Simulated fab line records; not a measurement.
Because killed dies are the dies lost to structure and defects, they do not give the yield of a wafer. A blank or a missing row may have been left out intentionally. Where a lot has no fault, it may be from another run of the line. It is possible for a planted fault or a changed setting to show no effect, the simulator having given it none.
fab line records    flow n5-finfet    part 2 of 2: steps 26 to 34 of 34
record lots=5  wafers=15  last-day=17
route steps=1938 shown BEOL_M9@1450 BEOL_M10@1470
lots with no fault: from the same line, run without faults
start-h: the number of hours between the record's first day and the start of the first shown wafer of the lot    wait-h: time in hours since the lot's previous step    " the same as in the row above    L1.1+2: one row covering several wafers at once    - no value, or no start given    * or withheld: withheld    < > ~ a bound
route shown NAME@n: NAME is a module with steps in the file, n the number in the route of the first one    usual: mean and standard deviation over wafers with no fault    same: alike in all rows    chamber/n: place in a boat    sites: readings site by site    _std_site: standard deviation of those values    _edge_site: mean of outer sites minus mean of inner sites    radius-mm: how far each site lies from the wafer's centre    mask NAME#n: copy n    behind: the most recent tool/chamber to have shaped the wafer    hold: reason for holding the lot/hours on hold/outcome of the hold    device: names the non-switching transistor (n, p or np)    end of line: the tests these same wafers got at the end of their route    step lacking rows: just its recipe    killed: dies that structure and defects cost at the first sort, which is not the same as the wafer's yield    map: per-die view of a wafer (x killed, . not killed, _ where there is no die)
set.NAME: the setting as run; set.NAME@STEP: as run at that earlier step    model.NAME: the simulator's own value behind a step, which no gauge read
lots at some steps of the route; a table a step, a row a wafer
services: from which hour (start-h, from the record's first day; less than 0 if before it) a tool's chamber was out of use, for how many hours, and why
## steps
# step N5_BEOL_M10_COAT_59
# recipe resist=SOC  temp-c=250  time-s=60  spin-rpm=1500  resist-thk-nm=100
# usual chill-plate-temp-C=23.01/0.091  exhaust-pa=45.0/0.86
lot.wafer  tool            chamber  start-h  wait-h  chill-plate-temp-C  exhaust-pa
L077.2     litho-track-05  0        243.84   0.1     22.99               45.9
L077.4     "               0        "        "       22.93               45.2
L077.6     "               0        "        "       22.93               46.1
L083.1     litho-track-02  0        268.67   0.1     22.93               43.8
L083.4     "               0        "        "       23.01               44.6
L083.5     "               0        "        "       23.02               44.9
L088.1     litho-track-03  0        302.03   0.1     22.95               45.7
L088.4     "               0        "        "       22.95               45.3
L088.6     "               0        "        "       23.01               45.4
L094.1     litho-track-05  0        333.03   0.1     23.07               45.2
L094.3     "               0        "        "       23.06               44.4
L094.4     "               0        "        "       22.95               45.1
L095.3     litho-track-02  0        349.65   0.1     22.89               44.9
L095.5     "               0        "        "       22.98               45.3
L095.6     "               0        "        "       22.94               44.4
# step N5_BEOL_M10_COAT_60
# recipe resist=SiARC  temp-c=220  time-s=60  spin-rpm=1500  resist-thk-nm=30
# usual chill-plate-temp-C=23.00/0.094  exhaust-pa=45.1/1.1
lot.wafer  tool            chamber  start-h  wait-h  chill-plate-temp-C  exhaust-pa
L077.2     litho-track-05  0        -        -       22.84               44.3
L077.4     "               0        "        "       23.09               44.0
L077.6     "               0        "        "       22.96               43.4
L083.1     litho-track-02  0        -        -       23.04               47.0
L083.4     "               0        "        "       23.05               46.6
L083.5     "               0        "        "       23.01               46.9
L088.1     litho-track-03  0        -        -       22.99               45.9
L088.4     "               0        "        "       22.80               44.4
L088.6     "               0        "        "       23.06               45.4
L094.1     litho-track-05  0        -        -       22.92               46.1
L094.3     "               0        "        "       23.02               44.1
L094.4     "               0        "        "       22.86               45.8
L095.3     litho-track-02  0        -        -       23.15               45.6
L095.5     "               0        "        "       23.19               46.7
L095.6     "               0        "        "       23.07               46.4
# step N5_BEOL_M10_COAT_05
# recipe resist=CAR-ArF  spin-rpm=1500  resist-thk-nm=90
# usual chill-plate-temp-C=22.99/0.12  exhaust-pa=44.9/0.8
lot.wafer  tool            chamber  start-h  wait-h  chill-plate-temp-C  exhaust-pa
L077.2     litho-track-05  0        -        -       23.03               45.5
L077.4     "               0        "        "       23.05               44.7
L077.6     "               0        "        "       22.87               45.3
L083.1     litho-track-02  0        -        -       22.87               44.9
L083.4     "               0        "        "       22.95               44.5
L083.5     "               0        "        "       23.05               45.0
L088.1     litho-track-03  0        -        -       23.04               45.8
L088.4     "               0        "        "       23.07               44.1
L088.6     "               0        "        "       23.00               44.9
L094.1     litho-track-05  0        -        -       22.97               46.0
L094.3     "               0        "        "       23.03               45.6
L094.4     "               0        "        "       22.81               45.2
L095.3     litho-track-02  0        -        -       23.14               45.4
L095.5     "               0        "        "       23.05               44.2
L095.6     "               0        "        "       23.19               44.7
# step N5_BEOL_M10_EBR_07
# recipe solvent=PGMEA  ebr-width-mm=1.5
# usual chill-plate-temp-C=23.01/0.11  exhaust-pa=45.1/0.99
lot.wafer  tool            chamber  start-h  wait-h  chill-plate-temp-C  exhaust-pa
L077.2     litho-track-05  0        -        -       22.79               45.4
L077.4     "               0        "        "       22.96               43.0
L077.6     "               0        "        "       22.82               44.8
L083.1     litho-track-02  0        -        -       23.00               44.1
L083.4     "               0        "        "       22.90               44.0
L083.5     "               0        "        "       22.92               43.1
L088.1     litho-track-03  0        -        -       22.92               44.6
L088.4     "               0        "        "       22.91               44.5
L088.6     "               0        "        "       22.87               45.2
L094.1     litho-track-05  0        -        -       22.70               44.5
L094.3     "               0        "        "       22.86               44.5
L094.4     "               0        "        "       22.74               43.7
L095.3     litho-track-02  0        -        -       22.96               45.2
L095.5     "               0        "        "       22.89               44.4
L095.6     "               0        "        "       23.00               44.3
# step N5_BEOL_M10_SOFTBAKE_06
# recipe temp-c=110  time-s=60  resist=CAR-ArF
# usual chill-plate-temp-C=23.00/0.1  exhaust-pa=45.1/0.86
lot.wafer  tool            chamber  start-h  wait-h  chill-plate-temp-C  exhaust-pa
L077.2     litho-track-05  0        -        -       22.96               46.7
L077.4     "               0        "        "       22.87               44.6
L077.6     "               0        "        "       22.98               44.6
L083.1     litho-track-02  0        -        -       22.80               44.5
L083.4     "               0        "        "       23.09               44.8
L083.5     "               0        "        "       23.08               44.2
L088.1     litho-track-03  0        -        -       22.84               45.9
L088.4     "               0        "        "       22.91               46.2
L088.6     "               0        "        "       23.05               45.6
L094.1     litho-track-05  0        -        -       23.04               45.9
L094.3     "               0        "        "       22.92               45.1
L094.4     "               0        "        "       22.99               44.5
L095.3     litho-track-02  0        -        -       23.01               44.3
L095.5     "               0        "        "       22.89               46.4
L095.6     "               0        "        "       23.13               46.1
# step N5_BEOL_M10_EXPOSE_08
# recipe mask-id=M10  na=1.35  source-shape=dipole  sigma-inner=0.411  sigma-outer=0.611  polarization=te  dose-mj=53.75
# same dipole-opening-deg=40
lot.wafer   tool             chamber  start-h  wait-h  mask
L077.2+4+6  arfi-scanner-02  0        243.96   -       M10#0
L083.1+4+5  arfi-scanner-02  0        268.91   -       M10#0
L088.1+4+6  arfi-scanner-03  0        302.27   -       M10#0
L094.1+3+4  arfi-scanner-02  0        333.27   -       M10#0
L095.3+5+6  arfi-scanner-02  0        349.95   -       M10#0
# step N5_BEOL_M10_PEB_09
# recipe peb-temp-c=withheld  peb-time-s=60  resist=CAR-ArF
# usual chill-plate-temp-C=23.00/0.11  exhaust-pa=45.1/0.8
lot.wafer  tool            chamber  start-h  wait-h  chill-plate-temp-C  exhaust-pa
L077.2     litho-track-03  0        244.02   0.0     23.22               45.5
L077.4     "               0        "        "       23.01               44.5
L077.6     "               0        "        "       23.12               44.0
L083.1     litho-track-02  0        268.97   0.1     22.97               46.0
L083.4     "               0        "        "       22.85               46.5
L083.5     "               0        "        "       22.81               45.7
L088.1     litho-track-03  0        302.33   0.1     22.91               44.7
L088.4     "               0        "        "       22.83               44.3
L088.6     "               0        "        "       22.91               44.4
L094.1     litho-track-03  0        333.33   0.1     23.02               45.1
L094.3     "               0        "        "       23.15               46.0
L094.4     "               0        "        "       23.06               44.8
L095.3     litho-track-03  0        350.00   0.0     23.17               44.3
L095.5     "               0        "        "       23.09               45.0
L095.6     "               0        "        "       23.16               46.0
# step N5_BEOL_M10_DEVELOP_10
# recipe develop-time-s=30  developer=TMAH  resist=CAR-ArF  rinse-liquid=diw  dry=air-spin  dev-temp-c=23
# usual chill-plate-temp-C=22.98/0.11  exhaust-pa=45.0/0.87
lot.wafer  tool            chamber  start-h  wait-h  chill-plate-temp-C  exhaust-pa
L077.2     litho-track-03  0        -        -       23.00               45.4
L077.4     "               0        "        "       22.93               45.1
L077.6     "               0        "        "       22.92               45.1
L083.1     litho-track-02  0        -        -       23.07               45.3
L083.4     "               0        "        "       22.93               44.9
L083.5     "               0        "        "       22.92               45.1
L088.1     litho-track-03  0        -        -       23.02               44.5
L088.4     "               0        "        "       23.12               44.7
L088.6     "               0        "        "       23.09               43.6
L094.1     litho-track-03  0        -        -       23.04               43.4
L094.3     "               0        "        "       22.93               44.3
L094.4     "               0        "        "       23.10               45.7
L095.3     litho-track-03  0        -        -       22.98               44.4
L095.5     "               0        "        "       22.82               45.2
L095.6     "               0        "        "       22.95               44.2
# step N5_BEOL_M10_CD_MEAS_11
# recipe target-cd-nm=64.1  landing-energy-ev=500  detector=se-inlens  polarity=opening
# usual cd-nm=64.4/0.54
lot.wafer  tool       chamber  start-h  wait-h  cd-nm
L077.2     cd-sem-01  0        244.08   -       64.9
L077.4     "          0        "        "       64.1
L077.6     "          0        "        "       65.1
L083.1     cd-sem-02  0        269.03   -       64.3
L083.4     "          0        "        "       64.3
L083.5     "          0        "        "       64.0
L088.1     cd-sem-02  0        302.40   -       64.4
L088.4     "          0        "        "       63.1
L088.6     "          0        "        "       64.1
L094.1     cd-sem-02  0        333.40   -       64.9
L094.3     "          0        "        "       65.1
L094.4     "          0        "        "       64.5
L095.3     cd-sem-03  0        350.06   -       65.3
L095.5     "          0        "        "       65.3
L095.6     "          0        "        "       64.4
## services
tool             chamber  start-h  hours  kind
uv-cure-03       -        219.58   1.7    repair
uv-cure-02       -        220.53   7.5    pm
uv-cure-01       -        230.22   6.0    pm
arfi-scanner-02  -        233.13   0.8    pm
cmp-01           -        236.34   4.0    pm
ald-metal-03     -        242.97   0.4    repair
pecvd-01         2        247.92   5.4    repair
cvd-co-02        -        258.29   2.3    repair
uv-cure-02       -        264.74   2.1    pm
pecvd-03         0        275.91   7.4    repair
cvd-co-02        -        276.57   2.8    pm
pecvd-01         0        278.24   12.8   repair
pecvd-04         -        278.25   1.6    repair
pvd-sputter-03   -        279.46   4.2    repair
ecd-cu-01        -        290.00   6.6    pm
arfi-scanner-02  -        300.23   1.3    pm
pecvd-03         1        301.75   6.2    repair
uv-cure-02       -        303.70   6.0    pm
cvd-co-02        1        306.79   15.7   repair
pecvd-02         -        308.21   5.5    pm
ald-metal-03     2        313.53   7.2    repair
cmp-02           -        313.69   4.0    pm
arfi-scanner-02  -        344.49   1.0    pm
cvd-co-02        1        349.53   6.5    repair
